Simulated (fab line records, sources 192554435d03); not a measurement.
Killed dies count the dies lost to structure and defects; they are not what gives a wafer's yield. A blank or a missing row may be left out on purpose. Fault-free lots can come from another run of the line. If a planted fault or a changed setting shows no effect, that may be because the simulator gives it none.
A sampling plan put to the test / flow n5 finfet / 39 faults told of in these records, all on one fab line, each judged by the records of the lots it struck
The plan is the line's own looks: the steps of the route at which a gauge or an inspection reads the wafer and doesn't change it. A look is open to judgement when struck wafers have a number at it and the file gives its usual mean and standard deviation on fault-free wafers. Caught: at a look after the fault's first step, the mean of the struck wafers lies 4 or more of those standard deviations (sigma) from the usual mean. On the tool: here the same test is run on the tool's own readings at the fault's steps. Also counted as caught: the struck wafers showing another recipe, or a record that is empty for them alone.

== THE FAULTS, as the simulator had put them in ==
1. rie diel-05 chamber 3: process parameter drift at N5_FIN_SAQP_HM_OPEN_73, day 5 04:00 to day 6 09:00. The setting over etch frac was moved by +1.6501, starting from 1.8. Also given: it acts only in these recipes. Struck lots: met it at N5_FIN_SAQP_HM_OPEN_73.
2. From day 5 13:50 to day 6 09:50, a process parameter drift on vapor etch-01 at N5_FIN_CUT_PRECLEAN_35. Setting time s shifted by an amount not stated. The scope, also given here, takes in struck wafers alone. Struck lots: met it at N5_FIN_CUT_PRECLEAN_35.
3. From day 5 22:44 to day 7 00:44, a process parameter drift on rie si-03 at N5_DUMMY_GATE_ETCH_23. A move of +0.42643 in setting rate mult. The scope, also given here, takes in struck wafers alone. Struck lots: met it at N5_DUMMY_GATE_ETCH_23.
4. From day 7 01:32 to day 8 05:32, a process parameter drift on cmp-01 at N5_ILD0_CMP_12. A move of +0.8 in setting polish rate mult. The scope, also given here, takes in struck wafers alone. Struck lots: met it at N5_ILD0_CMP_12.
5. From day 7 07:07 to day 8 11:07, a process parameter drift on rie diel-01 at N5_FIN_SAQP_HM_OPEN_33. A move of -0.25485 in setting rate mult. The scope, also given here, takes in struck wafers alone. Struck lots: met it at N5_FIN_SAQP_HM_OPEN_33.
6. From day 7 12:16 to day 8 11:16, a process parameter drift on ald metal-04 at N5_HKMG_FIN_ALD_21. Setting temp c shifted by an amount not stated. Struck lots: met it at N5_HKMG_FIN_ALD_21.
7. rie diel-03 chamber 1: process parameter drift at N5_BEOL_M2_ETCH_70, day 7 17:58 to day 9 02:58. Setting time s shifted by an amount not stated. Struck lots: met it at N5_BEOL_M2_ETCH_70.
8. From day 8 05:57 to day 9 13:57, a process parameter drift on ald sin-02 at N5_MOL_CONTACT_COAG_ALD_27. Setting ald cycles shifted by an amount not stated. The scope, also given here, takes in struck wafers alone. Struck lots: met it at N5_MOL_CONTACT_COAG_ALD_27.
9. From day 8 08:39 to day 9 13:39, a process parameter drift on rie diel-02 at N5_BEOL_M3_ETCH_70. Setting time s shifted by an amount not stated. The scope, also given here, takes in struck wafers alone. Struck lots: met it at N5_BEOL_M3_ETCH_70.
10. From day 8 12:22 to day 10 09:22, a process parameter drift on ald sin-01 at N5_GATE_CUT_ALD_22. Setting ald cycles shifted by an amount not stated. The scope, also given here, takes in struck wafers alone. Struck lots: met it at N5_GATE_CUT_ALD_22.
11. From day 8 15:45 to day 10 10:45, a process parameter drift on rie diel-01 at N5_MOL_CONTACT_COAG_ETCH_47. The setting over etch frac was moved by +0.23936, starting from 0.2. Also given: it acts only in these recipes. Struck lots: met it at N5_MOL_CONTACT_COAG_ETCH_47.
12. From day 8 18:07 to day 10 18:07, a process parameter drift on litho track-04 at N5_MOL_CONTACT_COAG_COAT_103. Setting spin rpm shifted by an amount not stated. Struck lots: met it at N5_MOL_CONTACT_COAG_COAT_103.
13. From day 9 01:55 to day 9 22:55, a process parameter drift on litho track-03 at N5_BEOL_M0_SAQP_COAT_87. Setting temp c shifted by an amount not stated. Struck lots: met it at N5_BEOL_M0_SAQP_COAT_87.
14. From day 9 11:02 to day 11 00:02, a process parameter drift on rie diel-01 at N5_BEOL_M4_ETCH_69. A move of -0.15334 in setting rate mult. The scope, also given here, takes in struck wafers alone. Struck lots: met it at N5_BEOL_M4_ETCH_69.
15. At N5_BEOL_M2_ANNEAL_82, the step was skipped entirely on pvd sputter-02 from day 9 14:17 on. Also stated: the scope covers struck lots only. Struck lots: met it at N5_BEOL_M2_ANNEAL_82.
16. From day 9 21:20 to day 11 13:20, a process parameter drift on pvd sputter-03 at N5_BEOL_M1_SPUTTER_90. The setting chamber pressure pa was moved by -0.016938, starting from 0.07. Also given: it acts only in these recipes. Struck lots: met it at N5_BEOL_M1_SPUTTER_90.
17. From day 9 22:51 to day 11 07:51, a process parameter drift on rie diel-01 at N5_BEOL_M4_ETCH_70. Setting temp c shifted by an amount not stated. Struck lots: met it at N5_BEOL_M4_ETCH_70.
18. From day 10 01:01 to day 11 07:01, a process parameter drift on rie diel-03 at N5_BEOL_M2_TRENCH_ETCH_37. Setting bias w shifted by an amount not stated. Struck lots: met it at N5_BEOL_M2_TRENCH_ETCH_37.
19. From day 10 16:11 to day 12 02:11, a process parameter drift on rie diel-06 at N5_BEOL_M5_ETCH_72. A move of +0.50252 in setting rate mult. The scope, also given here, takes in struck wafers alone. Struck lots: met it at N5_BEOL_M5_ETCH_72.
20. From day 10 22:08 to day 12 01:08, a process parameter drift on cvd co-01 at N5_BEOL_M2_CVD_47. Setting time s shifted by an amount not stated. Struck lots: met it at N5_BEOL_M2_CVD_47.
21. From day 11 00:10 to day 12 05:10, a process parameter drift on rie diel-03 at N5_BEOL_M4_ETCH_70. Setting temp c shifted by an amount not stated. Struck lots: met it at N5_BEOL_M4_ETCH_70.
22. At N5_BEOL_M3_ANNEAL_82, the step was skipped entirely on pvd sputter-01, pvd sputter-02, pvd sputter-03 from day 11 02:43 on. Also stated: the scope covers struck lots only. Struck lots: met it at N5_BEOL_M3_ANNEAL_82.
23. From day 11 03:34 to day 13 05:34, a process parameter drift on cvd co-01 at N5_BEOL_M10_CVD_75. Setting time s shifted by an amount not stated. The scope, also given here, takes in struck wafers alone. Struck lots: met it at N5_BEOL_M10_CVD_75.
24. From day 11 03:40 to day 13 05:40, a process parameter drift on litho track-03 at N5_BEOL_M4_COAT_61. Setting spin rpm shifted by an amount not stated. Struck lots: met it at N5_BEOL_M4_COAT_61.
25. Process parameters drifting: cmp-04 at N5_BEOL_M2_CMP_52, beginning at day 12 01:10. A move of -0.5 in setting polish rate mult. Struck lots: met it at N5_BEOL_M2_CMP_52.
26. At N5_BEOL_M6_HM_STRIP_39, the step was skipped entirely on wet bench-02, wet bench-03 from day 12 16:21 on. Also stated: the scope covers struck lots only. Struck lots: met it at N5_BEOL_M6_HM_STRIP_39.
27. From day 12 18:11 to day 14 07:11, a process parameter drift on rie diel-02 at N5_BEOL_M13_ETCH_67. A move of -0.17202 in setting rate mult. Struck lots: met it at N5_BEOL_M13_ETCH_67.
28. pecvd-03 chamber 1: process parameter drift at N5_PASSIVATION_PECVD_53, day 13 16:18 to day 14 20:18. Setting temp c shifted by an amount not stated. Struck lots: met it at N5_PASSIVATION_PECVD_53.
29. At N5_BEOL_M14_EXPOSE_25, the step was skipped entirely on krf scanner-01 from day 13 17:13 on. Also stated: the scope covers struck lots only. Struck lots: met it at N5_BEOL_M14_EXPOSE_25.
30. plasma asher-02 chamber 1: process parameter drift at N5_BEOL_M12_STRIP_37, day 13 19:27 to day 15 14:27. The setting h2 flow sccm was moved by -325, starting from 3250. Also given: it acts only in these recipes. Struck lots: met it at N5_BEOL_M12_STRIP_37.
31. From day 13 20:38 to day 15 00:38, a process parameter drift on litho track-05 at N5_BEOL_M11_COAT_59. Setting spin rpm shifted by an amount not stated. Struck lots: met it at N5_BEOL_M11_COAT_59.
32. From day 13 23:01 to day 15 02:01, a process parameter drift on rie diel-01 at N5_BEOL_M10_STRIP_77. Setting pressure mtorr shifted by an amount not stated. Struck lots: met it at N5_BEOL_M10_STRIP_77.
33. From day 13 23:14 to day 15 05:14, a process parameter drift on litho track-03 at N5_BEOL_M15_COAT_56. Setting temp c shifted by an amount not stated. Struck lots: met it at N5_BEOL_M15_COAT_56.
34. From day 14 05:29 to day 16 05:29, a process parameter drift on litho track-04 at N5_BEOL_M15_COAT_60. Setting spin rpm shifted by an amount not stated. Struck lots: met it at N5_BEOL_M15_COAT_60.
35. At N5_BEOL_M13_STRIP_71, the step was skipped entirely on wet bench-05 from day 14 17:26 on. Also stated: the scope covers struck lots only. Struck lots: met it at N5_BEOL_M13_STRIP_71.
36. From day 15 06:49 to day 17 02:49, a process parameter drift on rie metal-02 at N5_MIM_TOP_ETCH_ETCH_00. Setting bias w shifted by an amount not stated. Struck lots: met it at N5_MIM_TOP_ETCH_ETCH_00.
37. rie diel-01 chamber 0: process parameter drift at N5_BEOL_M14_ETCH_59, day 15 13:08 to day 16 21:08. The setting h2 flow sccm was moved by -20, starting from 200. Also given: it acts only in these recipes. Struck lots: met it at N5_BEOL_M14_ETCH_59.
38. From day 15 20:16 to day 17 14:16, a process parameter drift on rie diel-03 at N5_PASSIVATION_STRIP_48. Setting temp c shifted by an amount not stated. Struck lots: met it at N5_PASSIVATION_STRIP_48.
39. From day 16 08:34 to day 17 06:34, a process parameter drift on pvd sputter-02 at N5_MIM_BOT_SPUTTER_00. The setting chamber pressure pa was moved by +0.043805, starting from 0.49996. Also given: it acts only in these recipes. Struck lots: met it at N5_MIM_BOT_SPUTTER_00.

== WHAT THE PLAN SAW ==
fault=1; on the tool itself=under 2 sigma; first look that catches it=not the one look that can be judged after it; reading, sigma=-; median hours from its first step to that look=-; hours from the fault's start to the first struck lot there=-; judged looks passed uncaught=1
fault=2; on the tool itself=under 2 sigma; first look that catches it=not the one look that can be judged after it; reading, sigma=-; median hours from its first step to that look=-; hours from the fault's start to the first struck lot there=-; judged looks passed uncaught=1
fault=3; on the tool itself=oes product au +18 sigma; first look that catches it=not the one look that can be judged after it; reading, sigma=-; median hours from its first step to that look=-; hours from the fault's start to the first struck lot there=-; judged looks passed uncaught=1
fault=4; on the tool itself=time to endpoint s -6.1 sigma; first look that catches it=none of the 2 looks that can be judged after it; reading, sigma=-; median hours from its first step to that look=-; hours from the fault's start to the first struck lot there=-; judged looks passed uncaught=2
fault=5; on the tool itself=etch rf on time s +25 sigma; first look that catches it=not the one look that can be judged after it; reading, sigma=-; median hours from its first step to that look=-; hours from the fault's start to the first struck lot there=-; judged looks passed uncaught=1
fault=6; on the tool itself=susceptor temp C +86 sigma; first look that catches it=not the one look that can be judged after it; reading, sigma=-; median hours from its first step to that look=-; hours from the fault's start to the first struck lot there=-; judged looks passed uncaught=1
fault=7; on the tool itself=run length s +99 or beyond sigma; first look that catches it=not the one look that can be judged after it; reading, sigma=-; median hours from its first step to that look=-; hours from the fault's start to the first struck lot there=-; judged looks passed uncaught=1
fault=8; on the tool itself=run length s -99 or beyond sigma; first look that catches it=no look after it can be judged; reading, sigma=-; median hours from its first step to that look=-; hours from the fault's start to the first struck lot there=-; judged looks passed uncaught=0
fault=9; on the tool itself=run length s -20 sigma; first look that catches it=not the one look that can be judged after it; reading, sigma=-; median hours from its first step to that look=-; hours from the fault's start to the first struck lot there=-; judged looks passed uncaught=1
fault=10; on the tool itself=under 2 sigma; first look that catches it=none of the 2 looks that can be judged after it; reading, sigma=-; median hours from its first step to that look=-; hours from the fault's start to the first struck lot there=-; judged looks passed uncaught=2
fault=11; on the tool itself=etch rf on time s +13 sigma; first look that catches it=not the one look that can be judged after it; reading, sigma=-; median hours from its first step to that look=-; hours from the fault's start to the first struck lot there=-; judged looks passed uncaught=1
fault=12; on the tool itself=spin speed rpm +52 sigma; first look that catches it=none of the 2 looks that can be judged after it; reading, sigma=-; median hours from its first step to that look=-; hours from the fault's start to the first struck lot there=-; judged looks passed uncaught=2
fault=13; on the tool itself=plate temp C +43 sigma; first look that catches it=not the one look that can be judged after it; reading, sigma=-; median hours from its first step to that look=-; hours from the fault's start to the first struck lot there=-; judged looks passed uncaught=1
fault=14; on the tool itself=etch rf on time s +10 sigma; first look that catches it=not the one look that can be judged after it; reading, sigma=-; median hours from its first step to that look=-; hours from the fault's start to the first struck lot there=-; judged looks passed uncaught=1
fault=15; on the tool itself=the tool's record is blank for the struck wafers; first look that catches it=not the one look that can be judged after it; reading, sigma=-; median hours from its first step to that look=-; hours from the fault's start to the first struck lot there=-; judged looks passed uncaught=1
fault=16; on the tool itself=chamber pressure pa -99 or beyond sigma; first look that catches it=not the one look that can be judged after it; reading, sigma=-; median hours from its first step to that look=-; hours from the fault's start to the first struck lot there=-; judged looks passed uncaught=1
fault=17; on the tool itself=temp c +6.2 sigma; first look that catches it=none of the 2 looks that can be judged after it; reading, sigma=-; median hours from its first step to that look=-; hours from the fault's start to the first struck lot there=-; judged looks passed uncaught=2
fault=18; on the tool itself=bias w -32 sigma; first look that catches it=not the one look that can be judged after it; reading, sigma=-; median hours from its first step to that look=-; hours from the fault's start to the first struck lot there=-; judged looks passed uncaught=1
fault=19; on the tool itself=etch rf on time s -19 sigma; first look that catches it=no look after it can be judged; reading, sigma=-; median hours from its first step to that look=-; hours from the fault's start to the first struck lot there=-; judged looks passed uncaught=0
fault=20; on the tool itself=run length s -99 or beyond sigma; first look that catches it=not the one look that can be judged after it; reading, sigma=-; median hours from its first step to that look=-; hours from the fault's start to the first struck lot there=-; judged looks passed uncaught=1
fault=21; on the tool itself=temp c -13 sigma; first look that catches it=not the one look that can be judged after it; reading, sigma=-; median hours from its first step to that look=-; hours from the fault's start to the first struck lot there=-; judged looks passed uncaught=1
fault=22; on the tool itself=the tool's record is blank for the struck wafers; first look that catches it=not the one look that can be judged after it; reading, sigma=-; median hours from its first step to that look=-; hours from the fault's start to the first struck lot there=-; judged looks passed uncaught=1
fault=23; on the tool itself=run length s +60 sigma; first look that catches it=not the one look that can be judged after it; reading, sigma=-; median hours from its first step to that look=-; hours from the fault's start to the first struck lot there=-; judged looks passed uncaught=1
fault=24; on the tool itself=spin speed rpm -99 or beyond sigma; first look that catches it=not the one look that can be judged after it; reading, sigma=-; median hours from its first step to that look=-; hours from the fault's start to the first struck lot there=-; judged looks passed uncaught=1
fault=25; on the tool itself=overpolish run s -99 or beyond sigma; first look that catches it=N5_BEOL_M2_THK_MEAS_53; reading, sigma=M2_THK +99 or beyond; median hours from its first step to that look=0.3; hours from the fault's start to the first struck lot there=7; judged looks passed uncaught=0
fault=26; on the tool itself=the tool's record is blank for the struck wafers; first look that catches it=no look after it can be judged; reading, sigma=-; median hours from its first step to that look=-; hours from the fault's start to the first struck lot there=-; judged looks passed uncaught=0
fault=27; on the tool itself=etch rf on time s +11 sigma; first look that catches it=no look after it can be judged; reading, sigma=-; median hours from its first step to that look=-; hours from the fault's start to the first struck lot there=-; judged looks passed uncaught=0
fault=28; on the tool itself=susceptor temp C +99 or beyond sigma; first look that catches it=no look after it can be judged; reading, sigma=-; median hours from its first step to that look=-; hours from the fault's start to the first struck lot there=-; judged looks passed uncaught=0
fault=29; on the tool itself=no reading that can be judged; first look that catches it=no look after it can be judged; reading, sigma=-; median hours from its first step to that look=-; hours from the fault's start to the first struck lot there=-; judged looks passed uncaught=0
fault=30; on the tool itself=h2 flow sccm -29 sigma; first look that catches it=no look after it can be judged; reading, sigma=-; median hours from its first step to that look=-; hours from the fault's start to the first struck lot there=-; judged looks passed uncaught=0
fault=31; on the tool itself=spin speed rpm -99 or beyond sigma; first look that catches it=no look after it can be judged; reading, sigma=-; median hours from its first step to that look=-; hours from the fault's start to the first struck lot there=-; judged looks passed uncaught=0
fault=32; on the tool itself=chamber pressure mTorr -99 or beyond sigma; first look that catches it=not the one look that can be judged after it; reading, sigma=-; median hours from its first step to that look=-; hours from the fault's start to the first struck lot there=-; judged looks passed uncaught=1
fault=33; on the tool itself=plate temp C -49 sigma; first look that catches it=no look after it can be judged; reading, sigma=-; median hours from its first step to that look=-; hours from the fault's start to the first struck lot there=-; judged looks passed uncaught=0
fault=34; on the tool itself=spin speed rpm -99 or beyond sigma; first look that catches it=not the one look that can be judged after it; reading, sigma=-; median hours from its first step to that look=-; hours from the fault's start to the first struck lot there=-; judged looks passed uncaught=1
fault=35; on the tool itself=the tool's record is blank for the struck wafers; first look that catches it=not the one look that can be judged after it; reading, sigma=-; median hours from its first step to that look=-; hours from the fault's start to the first struck lot there=-; judged looks passed uncaught=1
fault=36; on the tool itself=bias w -30 sigma; first look that catches it=not the one look that can be judged after it; reading, sigma=-; median hours from its first step to that look=-; hours from the fault's start to the first struck lot there=-; judged looks passed uncaught=1
fault=37; on the tool itself=h2 flow sccm -33 sigma; first look that catches it=no look after it can be judged; reading, sigma=-; median hours from its first step to that look=-; hours from the fault's start to the first struck lot there=-; judged looks passed uncaught=0
fault=38; on the tool itself=temp c -7.5 sigma; first look that catches it=no look after it can be judged; reading, sigma=-; median hours from its first step to that look=-; hours from the fault's start to the first struck lot there=-; judged looks passed uncaught=0
fault=39; on the tool itself=chamber pressure pa +46 sigma; first look that catches it=no look after it can be judged; reading, sigma=-; median hours from its first step to that look=-; hours from the fault's start to the first struck lot there=-; judged looks passed uncaught=0
A dash: this means the fault isn't caught or the number doesn't appear in these records.

Caught at a look: 1 of 39. Caught on the tool: 35 of 39. By one or the other: 35 of 39.
Faults caught by the tool alone: 3, 4, 5, 6, 7, 8, 9, 11, 12, 13, 14, 15, 16, 17, 18, 19, 20, 21, 22, 23, 24, 26, 27, 28, 30, 31, 32, 33, 34, 35, 36, 37, 38, 39.
Caught by neither: faults 1, 2, 10, 29.

== THINNER SAMPLING ==
If the look that catches a fault measured only every second or every third lot, by lot number, the first struck lot would be measured this late in the worst case:
fault=25; struck lots at that look, in order of time=L376, L377; every lot=7 h; every second lot=13 h; every third lot=may miss all 2
Hours are from the fault's start to the first struck lot that is measured. The test against the limit of 4 sigma pooled every struck wafer, which means one lot taken alone may stay below that limit. Other struck lots may not be in these records.

== THE LONGEST TIMED WAY FROM STEP TO LOOK ==
Fault 25: median gap of 0.3 hours between N5_BEOL_M2_CMP_52 and N5_BEOL_M2_THK_MEAS_53. No look between them can be judged.
